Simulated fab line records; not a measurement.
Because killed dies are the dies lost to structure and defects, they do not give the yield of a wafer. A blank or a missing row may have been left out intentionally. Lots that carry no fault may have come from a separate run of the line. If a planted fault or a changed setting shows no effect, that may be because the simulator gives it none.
Matching of chambers | flow n5-finfet | 4 sister chambers for N5_BEOL_M10_VIA_ETCH_34 on rie-diel-05
The step etches SiCOH lowk in C4F6/O2, target depth 184.5 nm, time 69.2 s. 16 wafers are shown with their chamber, then 8 later ones without.

## WAFERS PAIRED WITH THEIR CHAMBERS
wafer  | chamber | rf-vpp-V (V) | showerhead-plenum-p-Torr (Torr) | throttle-valve-pct (%)
L077.1 | 1       | 691          | 2.96                            | 21.06
L077.3 | 0       | 667          | 2.82                            | 20.66
L077.5 | 0       | 667          | 2.82                            | 20.65
L079.1 | 3       | 666          | 2.99                            | 20.60
L079.3 | 0       | 667          | 2.82                            | 20.65
L079.5 | 2       | 684          | 2.94                            | 21.36
L082.2 | 3       | 665          | 2.98                            | 20.61
L082.3 | 0       | 667          | 2.82                            | 20.66
L082.5 | 0       | 667          | 2.82                            | 20.66
L085.2 | 2       | 685          | 2.94                            | 21.07
L085.3 | 0       | 666          | 2.81                            | 20.66
L085.4 | 3       | 666          | 2.98                            | 20.60
L089.1 | 3       | 666          | 2.97                            | 20.65
L089.2 | 0       | 667          | 2.81                            | 20.70
L089.3 | 1       | 692          | 2.95                            | 21.09
L094.2 | 2       | 683          | 2.94                            | 21.09

SIGNATURES (averages over the wafers above)
reading                  | chamber 0 | chamber 1 | chamber 2 | chamber 3 | scatter within a chamber
rf-vpp-V                 | 666.86    | 691.50    | 684.00    | 665.75    | 0.585
showerhead-plenum-p-Torr | 2.8171    | 2.9550    | 2.9400    | 2.9800    | 0.00572
throttle-valve-pct       | 20.6629   | 21.0750   | 21.1733   | 20.6150   | 0.0685
Rule: for each reading, subtract the chamber's mean from the wafer's reading, divide by that reading's scatter and square the result; add these up over the readings and take the root, which gives the wafer's distance from the chamber. If the next closest chamber is less than 2 further off than the closest, the wafer can't be placed; otherwise it belongs to the closest. The scatter is the square root of a quotient: the sum, over the shown wafers, of each reading's squared deviation from its chamber's mean, divided by wafers minus chambers.

## WAFERS WHOSE CHAMBER IS MISSING
wafer  | rf-vpp-V (V) | showerhead-plenum-p-Torr (Torr) | throttle-valve-pct (%)
L094.5 | 690          | 2.95                            | 21.08
L094.6 | 668          | 2.81                            | 20.71
L096.4 | 691          | 2.95                            | 21.13
L096.5 | 665          | 2.97                            | 20.65
L096.6 | 684          | 2.93                            | 21.08
L097.1 | 666          | 2.80                            | 20.70
L097.2 | 681          | 2.93                            | 21.09
L097.6 | 666          | 2.97                            | 20.66

## WHICH CHAMBER EACH ONE RAN IN
wafer  | from the rows above | in truth
L094.5 | 1                   | 1
L094.6 | 0                   | 0
L096.4 | 1                   | 1
L096.5 | 3                   | 3
L096.6 | 2                   | 2
L097.1 | 0                   | 0
L097.2 | 2                   | 2
L097.6 | 3                   | 3
Correctly placed: 8 of 8. From these rows, 0 cannot be placed. Wrongly placed: 0.
